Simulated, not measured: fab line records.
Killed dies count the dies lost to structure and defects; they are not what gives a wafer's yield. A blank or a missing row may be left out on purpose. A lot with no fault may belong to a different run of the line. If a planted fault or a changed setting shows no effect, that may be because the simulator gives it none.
Tool commonality check || flow nand harc || 12 lots, 36 wafers sampled

== WHAT PROMPTED THE OPENING ==
Flagged at NHARC_P_ZERO_WELL_CD_MEAS_24: reading cd nm, on 2 of 12 lots. Wafers without a fault read 719.4 nm, standard deviation 1.5.
Rule: a lot is flagged in two cases, either no wafer of it has a number, or all its wafers with numbers fall more than 4 standard deviations from that mean. All remaining lots are regarded as sound.

{"lot": "L255", "measured": "day 1 14:41", "on": "cd sem-01", "cd nm (nm), wafer by wafer": "719.3 718.1 719.2", "flag": ""}
{"lot": "L256", "measured": "day 1 20:36", "on": "cd sem-01", "cd nm (nm), wafer by wafer": "721.0 720.7 722.1", "flag": ""}
{"lot": "L257", "measured": "day 2 02:20", "on": "cd sem-01", "cd nm (nm), wafer by wafer": "721.2 720.7 721.9", "flag": ""}
{"lot": "L258", "measured": "day 2 08:36", "on": "cd sem-02", "cd nm (nm), wafer by wafer": "720.5 720.1 719.2", "flag": ""}
{"lot": "L259", "measured": "day 2 14:35", "on": "cd sem-03", "cd nm (nm), wafer by wafer": "763.2 761.8 761.8", "flag": "FLAGGED"}
{"lot": "L267", "measured": "day 4 14:36", "on": "cd sem-01", "cd nm (nm), wafer by wafer": "762.0 765.3 764.1", "flag": "FLAGGED"}
{"lot": "L268", "measured": "day 4 20:34", "on": "cd sem-02", "cd nm (nm), wafer by wafer": "718.5 718.4 719.3", "flag": ""}
{"lot": "L271", "measured": "day 5 14:27", "on": "cd sem-03", "cd nm (nm), wafer by wafer": "720.5 718.7 720.8", "flag": ""}
{"lot": "L274", "measured": "day 6 08:35", "on": "cd sem-02", "cd nm (nm), wafer by wafer": "720.7 722.4 721.6", "flag": ""}
{"lot": "L275", "measured": "day 6 14:42", "on": "cd sem-03", "cd nm (nm), wafer by wafer": "720.6 720.3 718.7", "flag": ""}
{"lot": "L276", "measured": "day 6 20:46", "on": "cd sem-02", "cd nm (nm), wafer by wafer": "719.2 718.7 716.8", "flag": ""}
{"lot": "L277", "measured": "day 7 02:36", "on": "cd sem-03", "cd nm (nm), wafer by wafer": "719.4 715.7 718.1", "flag": ""}
Average over the flagged lots: 763.0 nm; offset from the usual +43.6 nm, equal to +29 standard deviations.

== LOT BY LOT: THE TOOL USED ==
The record holds 1 process step before the reading, out of a route of 1159 steps. Every cell lists first the tool, next ch and the chambers used by the sampled wafers, and last the start.
{"lot": "L255", "flag": "", "NHARC_P_ZERO_WELL_EXPOSE_21": "krf scanner-02 ch 0, day 1 14:32"}
{"lot": "L256", "flag": "", "NHARC_P_ZERO_WELL_EXPOSE_21": "krf scanner-03 ch 0, day 1 20:27"}
{"lot": "L257", "flag": "", "NHARC_P_ZERO_WELL_EXPOSE_21": "krf scanner-03 ch 0, day 2 02:11"}
{"lot": "L258", "flag": "", "NHARC_P_ZERO_WELL_EXPOSE_21": "krf scanner-02 ch 0, day 2 08:26"}
{"lot": "L259", "flag": "FLAGGED", "NHARC_P_ZERO_WELL_EXPOSE_21": "krf scanner-03 ch 0, day 2 14:26"}
{"lot": "L267", "flag": "FLAGGED", "NHARC_P_ZERO_WELL_EXPOSE_21": "krf scanner-03 ch 0, day 4 14:26"}
{"lot": "L268", "flag": "", "NHARC_P_ZERO_WELL_EXPOSE_21": "krf scanner-02 ch 0, day 4 20:25"}
{"lot": "L271", "flag": "", "NHARC_P_ZERO_WELL_EXPOSE_21": "krf scanner-01 ch 0, day 5 14:18"}
{"lot": "L274", "flag": "", "NHARC_P_ZERO_WELL_EXPOSE_21": "krf scanner-01 ch 0, day 6 08:26"}
{"lot": "L275", "flag": "", "NHARC_P_ZERO_WELL_EXPOSE_21": "krf scanner-02 ch 0, day 6 14:33"}
{"lot": "L276", "flag": "", "NHARC_P_ZERO_WELL_EXPOSE_21": "krf scanner-01 ch 0, day 6 20:37"}
{"lot": "L277", "flag": "", "NHARC_P_ZERO_WELL_EXPOSE_21": "krf scanner-02 ch 0, day 7 02:26"}
What is done by these steps:
- NHARC_P_ZERO_WELL_EXPOSE_21: exposes mask P NWELL, target cd 720 nm.
- NHARC_P_ZERO_WELL_CD_MEAS_24: target cd 720 nm.

== FLAGGED AGAINST TOTAL, ONE TOOL AT A TIME (gauges that did the reading follow at the end) ==
{"step": "NHARC_P_ZERO_WELL_EXPOSE_21", "tool": "krf scanner-01", "lots run": 3, "flagged": 0, "share of the flagged lots": "none", "sound lots run after its first flagged lot": "-"}
{"step": "NHARC_P_ZERO_WELL_EXPOSE_21", "tool": "krf scanner-02", "lots run": 5, "flagged": 0, "share of the flagged lots": "none", "sound lots run after its first flagged lot": "-"}
{"step": "NHARC_P_ZERO_WELL_EXPOSE_21", "tool": "krf scanner-03", "lots run": 4, "flagged": 2, "share of the flagged lots": "all", "sound lots run after its first flagged lot": 0}
{"step": "NHARC_P_ZERO_WELL_CD_MEAS_24", "tool": "cd sem-01", "lots run": 4, "flagged": 1, "share of the flagged lots": "some", "sound lots run after its first flagged lot": 0}
{"step": "NHARC_P_ZERO_WELL_CD_MEAS_24", "tool": "cd sem-02", "lots run": 4, "flagged": 0, "share of the flagged lots": "none", "sound lots run after its first flagged lot": "-"}
{"step": "NHARC_P_ZERO_WELL_CD_MEAS_24", "tool": "cd sem-03", "lots run": 4, "flagged": 1, "share of the flagged lots": "some", "sound lots run after its first flagged lot": "3 (L271,L275,L277)"}

== THE TABLE: WHAT IT ALLOWS ==
1 row of the table ran every flagged lot: krf scanner-03 at NHARC_P_ZERO_WELL_EXPOSE_21.
- krf scanner-03 at NHARC_P_ZERO_WELL_EXPOSE_21 ran 4 lots, 2 of them flagged. Its last sound lot is L257 (day 2 02:11), its first flagged lot L259 (day 2 14:26): a fault that began between those two fits. Its own readings lie more than 4 standard deviations out on every wafer of the flagged lots: exposure dose mJ cm2.
Just one tool remains: krf scanner-03 at NHARC_P_ZERO_WELL_EXPOSE_21.

== WHAT THE SIMULATOR HAD PUT IN ==
Process parameter drift: krf scanner-03, from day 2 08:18 on, at NHARC_P_ZERO_WELL_EXPOSE_21. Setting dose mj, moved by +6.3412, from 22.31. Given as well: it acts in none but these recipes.
Lots struck among those shown: L259, L267. The same result came from the rule above.
